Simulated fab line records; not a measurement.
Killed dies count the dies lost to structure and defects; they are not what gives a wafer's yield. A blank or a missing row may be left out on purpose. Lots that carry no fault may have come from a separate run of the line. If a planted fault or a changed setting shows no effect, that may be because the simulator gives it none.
Which tool was responsible? || flow n5_finfet || 24 lots, 72 wafers sampled, at 3 steps of a route of 1938

== WHAT THE GAUGES SHOWED, per wafer ==
N5_BEOL_M11_CD_MEAS_18: pitch 140 nm, target cd 70 nm.
{"lot": "L074", "measured": "day 11 14:36", "on": "cd_sem-02", "cd_nm (nm)": "69.7 69.9 70.5"}
{"lot": "L075", "measured": "day 11 23:22", "on": "cd_sem-01", "cd_nm (nm)": "70.3 70.5 69.8"}
{"lot": "L077", "measured": "day 12 05:50", "on": "cd_sem-03", "cd_nm (nm)": "70.5 70.4 70.7"}
{"lot": "L076", "measured": "day 12 22:43", "on": "cd_sem-02", "cd_nm (nm)": "70.0 70.2 69.7"}
{"lot": "L078", "measured": "day 12 22:58", "on": "cd_sem-01", "cd_nm (nm)": "69.0 70.1 69.1"}
{"lot": "L079", "measured": "day 13 04:57", "on": "cd_sem-03", "cd_nm (nm)": "69.2 69.7 69.7"}
{"lot": "L080", "measured": "day 13 05:07", "on": "cd_sem-03", "cd_nm (nm)": "69.2 69.2 69.2"}
{"lot": "L081", "measured": "day 13 14:44", "on": "cd_sem-01", "cd_nm (nm)": "69.2 69.2 69.5"}
{"lot": "L082", "measured": "day 14 00:48", "on": "cd_sem-02", "cd_nm (nm)": "70.0 70.2 69.2"}
{"lot": "L083", "measured": "day 14 01:57", "on": "cd_sem-01", "cd_nm (nm)": "70.0 69.5 69.7"}
{"lot": "L084", "measured": "day 14 08:29", "on": "cd_sem-03", "cd_nm (nm)": "69.2 69.3 69.9"}
{"lot": "L086", "measured": "day 14 09:26", "on": "cd_sem-03", "cd_nm (nm)": "70.2 70.1 70.5"}
{"lot": "L085", "measured": "day 14 20:55", "on": "cd_sem-01", "cd_nm (nm)": "70.3 69.9 69.7"}
{"lot": "L087", "measured": "day 14 23:52", "on": "cd_sem-03", "cd_nm (nm)": "69.6 70.1 70.3"}
{"lot": "L088", "measured": "day 15 06:17", "on": "cd_sem-03", "cd_nm (nm)": "69.5 69.7 70.4"}
{"lot": "L089", "measured": "day 15 06:32", "on": "cd_sem-01", "cd_nm (nm)": "70.1 70.5 70.3"}
{"lot": "L090", "measured": "day 15 13:37", "on": "cd_sem-02", "cd_nm (nm)": "69.2 69.7 69.9"}
{"lot": "L092", "measured": "day 16 04:20", "on": "cd_sem-02", "cd_nm (nm)": "69.6 69.8 69.7"}
{"lot": "L091", "measured": "day 16 04:29", "on": "cd_sem-02", "cd_nm (nm)": "69.8 70.3 70.3"}
{"lot": "L093", "measured": "day 16 09:32", "on": "cd_sem-03", "cd_nm (nm)": "69.0 69.3 69.3"}
{"lot": "L094", "measured": "day 16 13:34", "on": "cd_sem-02", "cd_nm (nm)": "68.7 69.1 69.4"}
{"lot": "L095", "measured": "day 16 20:36", "on": "cd_sem-01", "cd_nm (nm)": "68.9 68.9 68.7"}
{"lot": "L096", "measured": "day 17 15:49", "on": "cd_sem-01", "cd_nm (nm)": "69.9 69.4 70.4"}
{"lot": "L097", "measured": "day 17 21:07", "on": "cd_sem-03", "cd_nm (nm)": "69.6 69.5 69.1"}

N5_BEOL_M11_OVL_MEAS_29.
{"lot": "L074", "measured": "day 11 15:34", "on": "overlay-01", "V10_OVL (nm)": "-0.8 0.4 0.9"}
{"lot": "L075", "measured": "day 12 01:25", "on": "overlay-01", "V10_OVL (nm)": "-1.3 -1.5 -1.7"}
{"lot": "L077", "measured": "day 12 09:50", "on": "overlay-01", "V10_OVL (nm)": "-0.2 0.4 1.1"}
{"lot": "L076", "measured": "day 13 00:28", "on": "overlay-01", "V10_OVL (nm)": "-0.1 -0.1 0.8"}
{"lot": "L078", "measured": "day 13 00:38", "on": "overlay-01", "V10_OVL (nm)": "-1.3 -1.3 0.5"}
{"lot": "L079", "measured": "day 13 07:22", "on": "overlay-01", "V10_OVL (nm)": "0.3 -0.3 -0.5"}
{"lot": "L080", "measured": "day 13 07:34", "on": "overlay-01", "V10_OVL (nm)": "-0.8 -0.1 -0.3"}
{"lot": "L081", "measured": "day 13 17:34", "on": "overlay-01", "V10_OVL (nm)": "-0.2 -1.2 -0.5"}
{"lot": "L082", "measured": "day 14 03:57", "on": "overlay-02", "V10_OVL (nm)": "-0.4 -0.6 -0.1"}
{"lot": "L083", "measured": "day 14 04:07", "on": "overlay-02", "V10_OVL (nm)": "-1.0 -0.8 -1.1"}
{"lot": "L084", "measured": "day 14 10:31", "on": "overlay-02", "V10_OVL (nm)": "0.3 1.0 1.1"}
{"lot": "L086", "measured": "day 14 10:21", "on": "overlay-02", "V10_OVL (nm)": "-0.3 -1.2 0.0"}
{"lot": "L085", "measured": "day 14 22:14", "on": "overlay-02", "V10_OVL (nm)": "-0.6 -0.6 -1.9"}
{"lot": "L087", "measured": "day 15 01:31", "on": "overlay-01", "V10_OVL (nm)": "-0.3 -0.7 -0.8"}
{"lot": "L088", "measured": "day 15 07:37", "on": "overlay-02", "V10_OVL (nm)": "-0.5 -0.7 -1.6"}
{"lot": "L089", "measured": "day 15 07:47", "on": "overlay-01", "V10_OVL (nm)": "0.1 0.2 -0.3"}
{"lot": "L090", "measured": "day 15 14:26", "on": "overlay-01", "V10_OVL (nm)": "-0.3 -0.2 -0.2"}
{"lot": "L092", "measured": "day 16 07:32", "on": "overlay-01", "V10_OVL (nm)": "-1.1 -0.7 -0.2"}
{"lot": "L091", "measured": "day 16 08:02", "on": "overlay-02", "V10_OVL (nm)": "-0.9 -0.6 -0.5"}
{"lot": "L093", "measured": "day 16 10:45", "on": "overlay-02", "V10_OVL (nm)": "0.7 -0.2 0.9"}
{"lot": "L094", "measured": "day 16 14:58", "on": "overlay-01", "V10_OVL (nm)": "-0.3 -1.6 -1.3"}
{"lot": "L095", "measured": "day 16 21:43", "on": "overlay-02", "V10_OVL (nm)": "-1.0 0.1 -0.8"}
{"lot": "L096", "measured": "day 17 16:34", "on": "overlay-01", "V10_OVL (nm)": "-0.1 -1.0 -0.7"}
{"lot": "L097", "measured": "day 17 22:31", "on": "overlay-01", "V10_OVL (nm)": "-1.5 -0.6 -1.2"}

N5_BEOL_M11_CD_MEAS_35: the cd target is 70 nm.
{"lot": "L074", "measured": "day 11 16:17", "on": "cd_sem-03", "cd_nm (nm)": "69.8 70.0 70.2"}
{"lot": "L075", "measured": "day 12 02:13", "on": "cd_sem-02", "cd_nm (nm)": "70.2 70.4 69.8"}
{"lot": "L077", "measured": "day 12 10:33", "on": "cd_sem-03", "cd_nm (nm)": "70.7 70.8 70.7"}
{"lot": "L076", "measured": "day 13 01:10", "on": "cd_sem-03", "cd_nm (nm)": "70.0 70.0 69.6"}
{"lot": "L078", "measured": "day 13 01:37", "on": "cd_sem-01", "cd_nm (nm)": "69.2 69.5 69.0"}
{"lot": "L079", "measured": "day 13 08:05", "on": "cd_sem-01", "cd_nm (nm)": "69.1 69.8 69.7"}
{"lot": "L080", "measured": "day 13 08:19", "on": "cd_sem-01", "cd_nm (nm)": "69.5 69.3 69.4"}
{"lot": "L081", "measured": "day 13 18:16", "on": "cd_sem-01", "cd_nm (nm)": "69.1 69.2 69.3"}
{"lot": "L082", "measured": "day 14 04:39", "on": "cd_sem-01", "cd_nm (nm)": "69.8 70.1 69.4"}
{"lot": "L083", "measured": "day 14 05:10", "on": "cd_sem-03", "cd_nm (nm)": "69.9 69.2 70.0"}
{"lot": "L084", "measured": "day 14 11:13", "on": "cd_sem-01", "cd_nm (nm)": "69.4 69.2 70.1"}
{"lot": "L086", "measured": "day 14 11:04", "on": "cd_sem-01", "cd_nm (nm)": "70.4 70.2 70.2"}
{"lot": "L085", "measured": "day 14 23:35", "on": "cd_sem-03", "cd_nm (nm)": "70.4 70.2 69.5"}
{"lot": "L087", "measured": "day 15 02:13", "on": "cd_sem-01", "cd_nm (nm)": "69.4 69.7 70.3"}
{"lot": "L088", "measured": "day 15 08:19", "on": "cd_sem-01", "cd_nm (nm)": "70.0 69.2 70.3"}
{"lot": "L089", "measured": "day 15 08:42", "on": "cd_sem-03", "cd_nm (nm)": "70.7 70.6 70.6"}
{"lot": "L090", "measured": "day 15 15:09", "on": "cd_sem-03", "cd_nm (nm)": "69.6 70.2 69.4"}
{"lot": "L092", "measured": "day 16 08:14", "on": "cd_sem-01", "cd_nm (nm)": "69.7 69.8 69.6"}
{"lot": "L091", "measured": "day 16 09:10", "on": "cd_sem-03", "cd_nm (nm)": "69.4 69.8 70.5"}
{"lot": "L093", "measured": "day 16 11:27", "on": "cd_sem-01", "cd_nm (nm)": "69.2 69.8 69.1"}
{"lot": "L094", "measured": "day 16 15:40", "on": "cd_sem-01", "cd_nm (nm)": "68.8 69.5 69.3"}
{"lot": "L095", "measured": "day 16 22:35", "on": "cd_sem-03", "cd_nm (nm)": "68.8 68.5 69.2"}
{"lot": "L096", "measured": "day 17 17:26", "on": "cd_sem-02", "cd_nm (nm)": "69.9 69.6 70.3"}
{"lot": "L097", "measured": "day 17 23:13", "on": "cd_sem-01", "cd_nm (nm)": "69.8 69.6 68.7"}

== WHICH TOOL RAN EACH LOT (tool, then ch and the chambers of the sampled wafers, then the start) ==
Record: no process step prior to these readings.

== AS READ BY THE TOOLS THEMSELVES (means over the sampled wafers that have a number; for cases with no such wafer, the mark the record gives instead) ==
The record holds no such reading with a usual standard deviation.

== THE ANSWER, worked out from the rows above alone ==
Rule: the lots themselves supply what counts as usual. Put in order of their means at a reading, lots are off if they are a third of the lots or fewer, leave a main group of 4 or more, and stand apart from it by a gap of 3 or more times the standard deviation of the main group's means; of several such gaps the widest counts. A main group is skipped when, at the precision printed for the reading in the tables above, its means are all equal. Also off: a lot with no number at a reading for which 4 or more lots have one. Any other lot the step has rows for is counted as sound. Order of review: gauges by route order, followed by the tools' own readings, for which a lot's mean as printed above is used. At the first step where some lot is off, the reading lying furthest off is the one used; lots without a number count as furthest.
Across all readings shown, no lot is off: no conclusion can be drawn from this.

== WHAT WAS PUT IN BY THE SIMULATOR ==
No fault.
